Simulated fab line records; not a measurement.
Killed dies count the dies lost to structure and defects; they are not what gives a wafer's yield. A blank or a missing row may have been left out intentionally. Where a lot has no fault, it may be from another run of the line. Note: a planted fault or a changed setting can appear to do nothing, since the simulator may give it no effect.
fab line records	flow n5Finfet
[record] lots = 4	wafers = 12	lastDay = 15
route steps=1938 shown PMOS_HMC_CHANNEL_EPI@84 FIN_SAQP@90 STI_FIN_REVEAL@196 BEOL_M4@1111 PASSIVATION@1936
lots with no fault: from the same line, run without faults
startH: hours from the record's first day to the start of the lot's first wafer shown	waitH: hours from the lot's prior step to this one	" unchanged from the row above	L1.1+2: one row covering several wafers at once	- value missing, or start not given	* or withheld: withheld	< > ~ a bound
route shown NAME@n: a module of which the file shows steps, and the number in the route of the first	usual: the fault-free wafers' mean and standard deviation	same: alike in all rows	chamber/n: place in a boat	sites: readings site by site	_std_site: their standard deviation	_edge_site: mean of outer sites minus mean of inner sites	radiusMm: for every site, how far away it sits from the centre of the wafer	mask NAME#n: copy n	behind: the most recent tool/chamber to have shaped the wafer	hold: why the lot was held/for how many hours/how that ended	device: whichever transistor did not switch (one of n, p or np)	end of line: the same wafers' tests at the end of the route	where a step has no rows: the recipe by itself	killed: at the first sort, the dies lost to defects and structure; wafer yield is something else	map: a wafer's dies, marking killed ones x, the rest . and places with no die _
set.NAME: the setting the step ran with; set.NAME@STEP: the setting that earlier step ran with	model.NAME: the simulator's own value behind a step, which no gauge read
certain route steps with their lots: each step a table, each wafer a row
services: the hour from which a tool's chamber was out of use, counted from the record's first day as startH (under 0 if before that day), plus the number of hours and why
[[steps]]
[step N5_PMOS_HMC_CHANNEL_EPI_PRECLEAN_37]
[recipe] chemistry = O3/DIW	timeS = 45	tempC = 22	o3Ppm = 10
[step N5_PMOS_HMC_CHANNEL_EPI_PRECLEAN_24]
[recipe] chemistry = DHF	timeS = 30	tempC = 25	dilution = withheld
[step N5_PMOS_HMC_CHANNEL_EPI_SRD_25]
[recipe] dry = ipaMarangoni	doPpb = 5	timeS = 30	tempC = 23	rinseLiquid = diw
[step N5_PMOS_HMC_CHANNEL_EPI_EPI_26]
[recipe] material = Si	targetThkA = 38	tempC = 650	precursor = SiH4/H2	pressureTorr = 20	timeS = 22.7
[step N5_FIN_SAQP_PRECLEAN_42]
[recipe] chemistry = O3/DIW	timeS = 60	tempC = 22	o3Ppm = 10
[step N5_FIN_SAQP_PRECLEAN_00]
[recipe] chemistry = SC1	timeS = 60	tempC = 55	mix = 1:2:50
[step N5_FIN_SAQP_PRECLEAN_44]
[recipe] chemistry = SC2	timeS = 45	tempC = 35	mix = 1:1:50
[step N5_FIN_SAQP_SRD_01]
[recipe] dry = ipaMarangoni	timeS = 30	tempC = 23	rinseLiquid = diw
[step N5_FIN_SAQP_ALD_61]
[recipe] material = SiO2	targetThkA = 40	tempC = 300	aldPrecursorFamily = BDEAS	aldCoReactant = O2-plasma	pulseTimeS = 1	purgeTimeS = 2	coReactantPurgeTimeS = 2	aldCycles = 43	pressureTorr = 2
[step N5_FIN_SAQP_DENSIFY_62]
[recipe] tempC = 700	timeS = 60	ambient = N2	idleTempC = 600	rampUpCPerS = 150	rampDownCPerS = 60	coolToC = 600
[step N5_FIN_SAQP_HM_DEP_03]
[recipe] material = SiNx	targetThkA = 380	tempC = 400	precursor = SiH4/NH3/N2	pressureTorr = 1.5	rfW = 300	timeS = 33.6
[usual] heaterPowerW = 820/120	showerheadPlenumPTorr = 5.11/0.056	throttleValvePct = 39.2/1.6
lot.wafer	tool	chamber	startH	waitH	heaterPowerW	showerheadPlenumPTorr	throttleValvePct	model.SiNx_of_FIN_SAQP_HM_DEP_03.thkNm
L713.3	pecvd-01	2	33.23	0.1	804	5.17	35.2	38.21
L713.4	"	0	"	"	640	5.06	42.4	37.52
L713.6	"	2	"	"	795	5.18	34.9	37.64
L718.3	pecvd-01	0	63.03	0.1	732	5.06	42.2	37.08
L718.4	"	0	"	"	732	5.06	42.2	37.72
L718.5	"	2	"	"	805	5.19	35.0	51.93
L722.1	pecvd-01	2	87.35	0.2	701	5.18	35.3	51.26
L722.3	"	1	"	"	574	5.03	39.3	38.08
L722.6	"	0	"	"	681	5.05	42.4	38.22
L728.2	pecvd-04	2	123.16	0.2	926	5.01	38.8	37.82
L728.3	"	0	"	"	873	5.17	39.6	37.47
L728.6	"	2	"	"	923	5.02	38.6	38.47
[step N5_FIN_SAQP_THK_MEAS_05]
[usual] thkNm = 37.7/0.47
lot.wafer	tool	chamber	startH	waitH	thkNm
L713.3	filmMetro-01	-	33.33	0.1	38.2
L713.4	"	-	"	"	37.5
L713.6	"	-	"	"	37.6
L718.3	filmMetro-02	-	63.12	0.1	37.1
L718.4	"	-	"	"	37.7
L718.5	"	-	"	"	51.9
L722.1	filmMetro-02	-	87.43	0.1	51.3
L722.3	"	-	"	"	38.1
L722.6	"	-	"	"	38.2
L728.2	filmMetro-02	-	123.25	0.1	37.8
L728.3	"	-	"	"	37.5
L728.6	"	-	"	"	38.5
[step N5_FIN_SAQP_PECVD_47]
[recipe] material = a-Si	targetThkA = 450	tempC = 400	precursor = SiH4/He	pressureTorr = 3	rfW = 100	timeS = 36.3
[step N5_FIN_SAQP_PECVD_48]
[recipe] material = SiNx	targetThkA = 250	tempC = 400	precursor = SiH4/NH3/N2	pressureTorr = 1.5	rfW = 300	timeS = 22.1
[step N5_FIN_SAQP_PECVD_06]
[recipe] material = a-Si	targetThkA = 600	tempC = 400	precursor = SiH4/He	pressureTorr = 3	rfW = 100	timeS = 48.1
[step N5_FIN_SAQP_HM_DEP_72]
[recipe] material = SiO2	targetThkA = 120	tempC = 400	precursor = SiH4/N2O	pressureTorr = 0.75	rfW = 275	timeS = 7.2
[step N5_FIN_SAQP_COAT_49]
[recipe] resist = SOC	tempC = 250	timeS = 60	spinRpm = 1500	resistThkNm = 100
[step N5_FIN_SAQP_COAT_50]
[recipe] resist = SiARC	tempC = 220	timeS = 60	spinRpm = 1500	resistThkNm = 35
[step N5_FIN_SAQP_COAT_10]
[recipe] resist = CAR-ArF	spinRpm = 1500	resistThkNm = 90
[step N5_FIN_SAQP_EBR_12]
[recipe] solvent = PGMEA	ebrWidthMm = 1.5
[step N5_FIN_SAQP_SOFTBAKE_11]
[recipe] tempC = 110	timeS = 60	resist = CAR-ArF
[step N5_FIN_SAQP_EXPOSE_13]
[recipe] maskId = FIN_CORE	na = 1.35	sourceShape = dipole	sigmaInner = 0.538	sigmaOuter = 0.738	polarization = te	targetCdNm = 35.6	doseMj = 63.25
[step N5_FIN_SAQP_PEB_14]
[recipe] pebTempC = withheld	pebTimeS = 60	resist = CAR-ArF
[step N5_FIN_SAQP_DEVELOP_15]
[recipe] developTimeS = 30	developer = TMAH	resist = CAR-ArF	devTempC = 23	rinseLiquid = diw	dry = airSpin
[step N5_FIN_SAQP_DESCUM_21]
[recipe] chemistry = O2	timeS = 7.9	sourcePowerW = 50	biasPowerW = 20	pressureMtorr = 20	rfFrequencyHz = 2.712e+07	tempC = 40	resist = CAR-ArF	o2FlowSccm = 225
[step N5_FIN_SAQP_ETCH_51]
[recipe] chemistry = CF4	target = SiARC	targetDepthA = 455	maskMaterial = CAR-ArF	timeS = 75.8	ionEnergyEv = 80	pressureMtorr = 40	sourceW = 545	biasW = 36	Ar_flow_sccm = 100	cf4FlowSccm = 100	ends = cleared
[step N5_FIN_SAQP_ETCH_52]
[recipe] chemistry = N2/H2	target = SOC	targetDepthA = 1000	overetchA = 200	maskMaterial = SiARC	tempC = 40	timeS = 150	ionEnergyEv = 200	pressureMtorr = 30	sourceW = 840	biasW = 150	n2FlowSccm = 200	h2FlowSccm = 200	ends = endPoint
[step N5_FIN_SAQP_STRIP_53]
[recipe] chemistry = N2/H2	tempC = 40	n2FlowSccm = 200	h2FlowSccm = 200	rfFrequencyHz = 6e+07
[step N5_FIN_SAQP_HM_OPEN_73]
[recipe] chemistry = CHF3/O2	target = SiO2	stopOn = a-Si	targetDepthA = 120	overEtchFrac = 1.8	maskMaterial = SOC	timeS = 16.8	pressureMtorr = 30	sourceW = 650	biasW = 170	Ar_flow_sccm = 200	CHF3_flow_sccm = 50	O2_flow_sccm = 5	ionEnergyEv = 200	ends = endPoint
[step N5_FIN_SAQP_STRIP_74]
[recipe] chemistry = CHF3/O2	resist = SiARC	rfFrequencyHz = 6e+07
[step N5_FIN_SAQP_MANDREL_ETCH_22]
[recipe] targetDepthA = 600	chemistry = HBr/Cl2	target = a-Si	stopOn = SiNx	btTimeS = 10	overEtchFrac = 0.5	timeS = 30	pressureMtorr = 10	icpW = 800	biasW = 75	HBr_flow_sccm = 150	Cl2_flow_sccm = 80	ends = endPoint
[step N5_FIN_SAQP_STRIP_55]
[recipe] chemistry = N2/H2	powerW = 500	tempC = 40	pressureMtorr = 50	rfFrequencyHz = 6e+07	overashFraction = 0.3	biasPowerW = 28	h2Frac = 0.5	n2FlowSccm = 300	h2FlowSccm = 300
[step N5_FIN_SAQP_STRIP_23]
[recipe] chemistry = SPM	timeS = 750	tempC = 130	h2so4H2o2VolRatio = 4
[step N5_FIN_SAQP_SRD_66]
[recipe] dry = ipaMarangoni	timeS = 30	tempC = 23	rinseLiquid = diw
[step N5_FIN_SAQP_RECESS_75]
[recipe] chemistry = HF/NH3	target = SiO2	targetDepthA = 144	afsCycles = 3	tempC = 30	sublimationTempC = 180	sublimationTimeS = 60
[step N5_FIN_SAQP_SPACER1_ALD_24]
[recipe] material = SiO2	targetThkA = 203	tempC = 300	aldPrecursorFamily = BDEAS	aldCoReactant = O2-plasma	pulseTimeS = 1	purgeTimeS = 2	coReactantPurgeTimeS = 2	aldCycles = 218	pressureTorr = 2
[step N5_FIN_SAQP_HM_OPEN_33]
[recipe] chemistry = CH3F/O2	target = SiNx	maskMaterial = SiO2	targetDepthA = 494	timeS = 70.6	pressureMtorr = 30	sourceW = 395	biasW = 73	Ar_flow_sccm = 150	CH3F_flow_sccm = 30	O2_flow_sccm = 20	ionEnergyEv = 120	ends = cleared
[usual] biasW = 72.97/0.22	drypumpMotorCurrentA = 5.6/0.34	etchRfOnTimeS = 69.0/1.7	oesProductAu = 0.68/0.084	rfVppV = 297.9/2.7	showerheadPlenumPTorr = 2.03/0.061	throttleValvePct = 16.3/0.31
lot.wafer	tool	chamber	startH	waitH	biasW	drypumpMotorCurrentA	etchRfOnTimeS	oesProductAu	rfHoursCounterH	rfVppV	showerheadPlenumPTorr	throttleValvePct	model.etch.depthNm
L713.3	rieDiel-06	1	37.75	0.0	73.36	5.3	68.7	0.69	86	294.5	1.94	16.5	37.48
L713.4	"	0	"	"	72.49	5.5	69.4	0.65	-	295.0	2.01	16.2	36.85
L713.6	"	1	"	"	73.07	5.3	67.8	0.69	-	295.5	1.94	16.5	36.9
L718.3	rieDiel-06	3	68.82	0.2	72.69	6.5	68.2	0.63	169	301.0	2.08	16.5	36.45
L718.4	"	0	"	"	72.80	5.5	70.1	0.63	157	294.1	2.00	16.2	37.03
L718.5	"	2	"	"	73.02	5.0	94.8	0.74	-	295.4	1.96	16.4	51.3
L722.1	rieDiel-06	0	93.63	0.1	72.98	5.5	95.5	0.63	163	294.1	2.00	16.2	50.63
L722.3	"	2	"	"	72.82	5.0	69.2	0.72	60	296.6	1.96	16.5	37.39
L722.6	"	3	"	"	72.92	6.5	70.9	0.62	-	301.1	2.08	16.5	37.6
L728.2	rieDiel-03	3	128.06	0.1	73.03	5.7	69.4	0.58	244	300.8	2.05	16.9	37.19
L728.3	"	1	"	"	73.06	5.6	70.2	0.60	218	301.3	1.98	16.4	36.78
L728.6	"	0	"	"	73.13	5.1	70.5	0.78	-	293.2	1.96	16.3	37.84
[step N5_STI_FIN_REVEAL_RECESS_09]
[recipe] chemistry = HF/NH3	target = SiO2	afsCycles = 11	targetDepthA = 425	tempC = 30	sublimationTempC = 180	sublimationTimeS = 60
[usual] drypumpMotorCurrentA = 5.67/0.23
lot.wafer	tool	chamber	startH	waitH	drypumpMotorCurrentA	model.SiNx_of_FIN_SAQP_HM_DEP_03.thkNm
L713.3	vaporEtch-01	0	46.35	0.6	5.91	18.4
L713.4	"	1	"	"	5.91	17.6
L713.6	"	1	"	"	5.92	17.6
L718.3	vaporEtch-02	1	77.86	0.6	5.75	17.4
L718.4	"	0	"	"	5.35	17.8
L718.5	"	1	"	"	5.74	32
L722.1	vaporEtch-01	0	101.99	0.0	5.80	31.4
L722.3	"	1	"	"	5.91	18.2
L722.6	"	1	"	"	5.92	18.4
L728.2	vaporEtch-02	0	136.82	0.0	5.33	17.8
L728.3	"	0	"	"	5.33	17.6
L728.6	"	1	"	"	5.75	18.4
[step N5_BEOL_M4_RC_MEAS_101]
[usual] DIBL_N = 36.4/1.4	DIBL_P = 36.3/1.8	IOFF_N = 0.163/0.024	IOFF_P = 0.21/0.034	ION_N = 673/11	ION_P = 461/7.4	SS_N = 71.6/0.52	SS_P = 73.3/0.58	VT_N = 249.4/2.5	VT_P = -250/3.5
lot.wafer	tool	chamber	startH	waitH	DIBL_N[mV/V]	DIBL_P[mV/V]	IOFF_N[nA/um]	IOFF_P[nA/um]	ION_N[uA/um]	ION_P[uA/um]	SS_N[mV/dec]	SS_P[mV/dec]	VT_N[mV]	VT_P[mV]
L713.3	prober-01	0	175.48	0.3	36.0	37.0	0.159	0.22	666	460	71.7	73.3	252.2	-248
L713.4	"	0	"	"	36.0	35.9	0.148	0.21	660	459	72.2	72.9	248.3	-248
L713.6	"	0	"	"	38.1	39.2	0.187	0.26	678	467	72.2	74.2	246.8	-247
L718.3	prober-01	0	209.68	0.3	35.8	37.3	0.170	0.23	674	460	71.6	73.3	250.7	-249
L718.4	"	0	"	"	34.4	35.1	0.139	0.18	665	459	72.3	72.9	252.4	-252
L718.5	"	0	"	"	33.3	33.0	0.119	0.15	642	446	71.8	72.9	258.9	-255
L722.1	prober-01	0	228.77	0.0	35.6	34.4	0.139	0.18	686	462	71.8	73.1	250.8	-254
L722.3	"	0	"	"	34.6	33.9	0.134	0.18	672	461	71.6	73.0	252.5	-252
L722.6	"	0	"	"	33.0	31.1	0.109	0.15	673	466	71.1	72.8	252.5	-255
L728.2	prober-01	0	266.76	0.2	35.9	36.8	0.161	0.21	685	467	71.5	73.3	248.3	-249
L728.3	"	0	"	"	35.8	36.6	0.169	0.20	693	466	70.8	72.5	246.7	-248
L728.6	"	0	"	"	35.4	35.5	0.153	0.19	673	458	70.7	72.3	248.1	-251
[step N5_PASSIVATION_PROBE_49]
[usual] defectLimitedYield = 91.4/1.6	killed_at_M0_to_M3 = 34/12	killed_at_M4_up = 13/5.2	killedAtContacts = 11/5.5	killedAtFrontEnd = 40/13	killedAtOther = 3.4/2.7	killedDies = 102/19	killedOpen = 66/15	killedShort = 33/7.9	sort_bin_5_function = 5.1/1.1	sort_bin_6_memory = 3.2/0.7	sort_bin_8_speed = 0/0	sortNPass = 1078/19	sortYieldPct = 91.4/1.6
[same] grossDies = 1180	killedAtBackSide = 0	sort_bin_4_leakage[%] = 0
lot.wafer	tool	chamber	startH	waitH	defectLimitedYield[%]	killed_at_M0_to_M3	killed_at_M4_up	killedAtContacts	killedAtFrontEnd	killedAtOther	killedDies	killedOpen	killedShort	sort_bin_5_function[%]	sort_bin_6_memory[%]	sort_bin_8_speed[%]	sortNPass	sortYieldPct[%]
L713.3	prober-02	-	277.53	0.1	93.1	37	10	9	19	6	81	51	29	4.2	2.5	0	1099	93.1
L713.4	prober-02	-	277.58	0.2	93.1	18	15	4	41	4	82	43	38	3.7	3.0	0	1098	93.1
L713.6	prober-02	-	277.68	0.3	93.6	33	9	5	27	2	76	48	27	3.3	3.0	0	1104	93.6
L718.3	prober-01	-	320.04	0.1	91.2	30	13	5	54	2	104	64	35	5.3	3.1	0	1076	91.2
L718.4	prober-01	-	320.09	0.2	90.7	47	13	10	40	0	110	68	37	6.2	3.1	0	1070	90.7
L718.5	prober-01	-	320.14	0.2	92.3	29	13	1	46	2	91	58	30	5.2	2.2	0.17	1087	92.1
L722.1	prober-02	-	341.60	0.0	89.7	54	16	13	35	4	122	77	41	6.2	3.6	0	1058	89.7
L722.3	prober-02	-	341.70	0.1	89.2	66	13	15	33	1	128	84	44	6.7	3.6	0	1052	89.2
L722.6	prober-02	-	341.85	0.3	90.3	34	17	22	37	4	114	78	35	5.4	3.9	0	1066	90.3
L728.2	prober-01	-	370.70	0.1	92.4	27	13	3	46	1	90	61	29	4.6	2.9	0	1090	92.4
L728.3	prober-01	-	370.75	0.1	88.8	33	12	7	78	2	132	77	54	6.6	3.9	0	1048	88.8
L728.6	prober-01	-	370.90	0.3	89.8	41	16	13	50	0	120	91	29	6.9	3.1	0	1060	89.8
// killed by level:class
L713.3 BEOL_M2:geometricParticle:open=13 MOL_CONTACT_COAG:geometricParticle:open=9 BEOL_M0_SAQP:geometricParticle:short=7 BEOL_M0_SAQP:geometricParticle:open=7 FIN_SAQP:geometricParticle:open=4 GATE_CUT:geometricParticle:short=4 BEOL_M3:geometricParticle:short=4 ILD0:geometricParticle:open=3
L713.4 BEOL_M2:geometricParticle:open=9 GATE_CUT:geometricParticle:short=7 BEOL_M4:geometricParticle:open=6 STARTING-WAFER:geometricParticle:short=6 DUMMY_GATE:geometricParticle:open=5 ILD0:geometricParticle:short=5 FIN_SAQP:geometricParticle:short=4 STI_FIN_REVEAL:geometricParticle:open=4
L713.6 BEOL_M2:geometricParticle:open=8 STARTING-WAFER:geometricParticle:open=6 GATE_CUT:geometricParticle:short=5 BEOL_M1:geometricParticle:open=5 FIN_SAQP:geometricParticle:short=4 DUMMY_GATE:geometricParticle:open=4 MOL_CONTACT_COAG:geometricParticle:open=4 BEOL_M3:geometricParticle:short=4
L718.3 GATE_CUT:geometricParticle:short=10 BEOL_M0_SAQP:geometricParticle:short=10 FIN_SAQP:geometricParticle:short=7 DUMMY_GATE:geometricParticle:open=7 BEOL_M0_SAQP:geometricParticle:open=7 BEOL_M1:geometricParticle:open=7 STI_FIN_REVEAL:geometricParticle:open=6 ILD0:geometricParticle:open=5
L718.4 BEOL_M0_SAQP:geometricParticle:short=16 BEOL_M0_SAQP:geometricParticle:open=10 BEOL_M1:geometricParticle:open=10 MOL_CONTACT_COAG:geometricParticle:open=9 FIN_SAQP:geometricParticle:short=7 DUMMY_GATE:geometricParticle:open=7 GATE_CUT:geometricParticle:open=7 BEOL_M13:coatMicrobubblePrinted=5
L718.5 BEOL_M1:geometricParticle:open=11 DUMMY_GATE:geometricParticle:open=9 STARTING-WAFER:geometricParticle:open=7 FIN_SAQP:geometricParticle:short=6 BEOL_M0_SAQP:geometricParticle:open=6 STI_FIN_REVEAL:geometricParticle:open=5 BEOL_M0_SAQP:geometricParticle:short=5 STI_FIN_REVEAL:geometricParticle:short=4
L722.1 BEOL_M2:geometricParticle:open=19 BEOL_M0_SAQP:geometricParticle:short=13 MOL_CONTACT_COAG:geometricParticle:open=11 BEOL_M0_SAQP:geometricParticle:open=10 FIN_SAQP:geometricParticle:short=9 BEOL_M4:geometricParticle:open=9 FIN_SAQP:geometricParticle:open=5 STARTING-WAFER:geometricParticle:short=5
L722.3 BEOL_M0_SAQP:geometricParticle:short=20 BEOL_M2:geometricParticle:open=20 BEOL_M0_SAQP:geometricParticle:open=16 MOL_CONTACT_COAG:geometricParticle:open=15 FIN_SAQP:geometricParticle:short=10 BEOL_M4:geometricParticle:open=8 STI_FIN_REVEAL:geometricParticle:open=6 BEOL_M3:geometricParticle:open=5
L722.6 MOL_CONTACT_COAG:geometricParticle:open=18 BEOL_M0_SAQP:geometricParticle:open=12 FIN_SAQP:geometricParticle:open=10 BEOL_M4:geometricParticle:open=10 BEOL_M3:geometricParticle:open=9 BEOL_M0_SAQP:geometricParticle:short=7 FIN_SAQP:geometricParticle:short=5 GATE_CUT:geometricParticle:open=5
L728.2 FIN_SAQP:geometricParticle:open=15 FIN_SAQP:geometricParticle:short=9 BEOL_M2:geometricParticle:open=8 GATE_CUT:geometricParticle:open=5 GATE_CUT:geometricParticle:short=4 BEOL_M0_SAQP:geometricParticle:open=4 BEOL_M0_SAQP:geometricParticle:short=4 BEOL_M0:geometricParticle:open=4
L728.3 FIN_SAQP:geometricParticle:short=23 STI_FIN_REVEAL:geometricParticle:open=18 FIN_SAQP:geometricParticle:open=12 BEOL_M0_SAQP:geometricParticle:open=8 BEOL_M3:geometricParticle:open=8 MOL_CONTACT_COAG:geometricParticle:open=6 STI_FIN_REVEAL:geometricParticle:short=5 BEOL_M0:geometricParticle:open=5
L728.6 FIN_SAQP:geometricParticle:open=16 FIN_SAQP:geometricParticle:short=12 BEOL_M0_SAQP:geometricParticle:open=12 MOL_CONTACT_COAG:geometricParticle:open=11 BEOL_M2:geometricParticle:open=8 STI_FIN_REVEAL:geometricParticle:open=7 BEOL_M1:geometricParticle:open=7 DUMMY_GATE:geometricParticle:open=5
[[services]]
tool	chamber	startH	hours	kind
pecvd-01	0	14.79	16.4	repair
rieDiel-06	2	19.45	22.1	repair
pecvd-01	-	19.75	1.6	repair
rieDiel-03	3	22.21	6.4	repair
vaporEtch-02	-	25.63	0.5	repair
rieDiel-03	0	39.72	-	clean
rieDiel-03	0	39.72	-	consumableReplace:focusRing
rieDiel-03	0	39.72	26.3	scheduledDown
rieDiel-03	0	39.72	26.3	ventCycle
rieDiel-06	1	51.39	1.4	repair
pecvd-01	1	58.09	2.1	scheduledDown
pecvd-04	1	59.50	10.1	repair
rieDiel-03	2	69.94	-	clean
rieDiel-03	2	69.94	-	consumableReplace:focusRing
rieDiel-03	2	69.94	-	consumableReplace:showerhead
rieDiel-03	2	69.94	13.2	scheduledDown
rieDiel-03	2	69.94	13.2	ventCycle
vaporEtch-02	-	82.38	2.8	pm
vaporEtch-02	-	95.42	0.1	repair
rieDiel-03	0	111.09	14.0	repair
pecvd-04	0	124.85	5.0	scheduledDown
pecvd-04	-	127.70	0.8	pm
pecvd-01	1	135.26	5.5	scheduledDown
[[key]]
[firstSign] step = N5_FIN_SAQP_THK_MEAS_05	reading = thkNm	direction = up	sigmas = 29	usual = *	struck = *
[effect] step = N5_FIN_SAQP_HM_OPEN_33	reading = etchRfOnTimeS	direction = up	sigmas = 16	usual = *	struck = *
[modelEffect] step = N5_FIN_SAQP_HM_DEP_03	value = SiNx_of_FIN_SAQP_HM_DEP_03.thkNm	without = 37.79	struck = 51.59
[modelEffect] step = N5_FIN_SAQP_HM_OPEN_33	value = etch.depthNm	without = 37.16	struck = 50.97
[modelEffect] step = N5_STI_FIN_REVEAL_RECESS_09	value = SiNx_of_FIN_SAQP_HM_DEP_03.thkNm	without = 17.9	struck = 31.7
metAt N5_FIN_SAQP_HM_DEP_03
struckWafers L718.5,L722.1
onsetBetween 33.23 63.03
[fault] kind = processParameterDrift	tool = pecvd-01	chamber = 2	onsetH = 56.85	steps = N5_FIN_SAQP_HM_DEP_03	channel = timeS	offset = *	shape = step	endH = 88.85	actsIn = *	stated = *
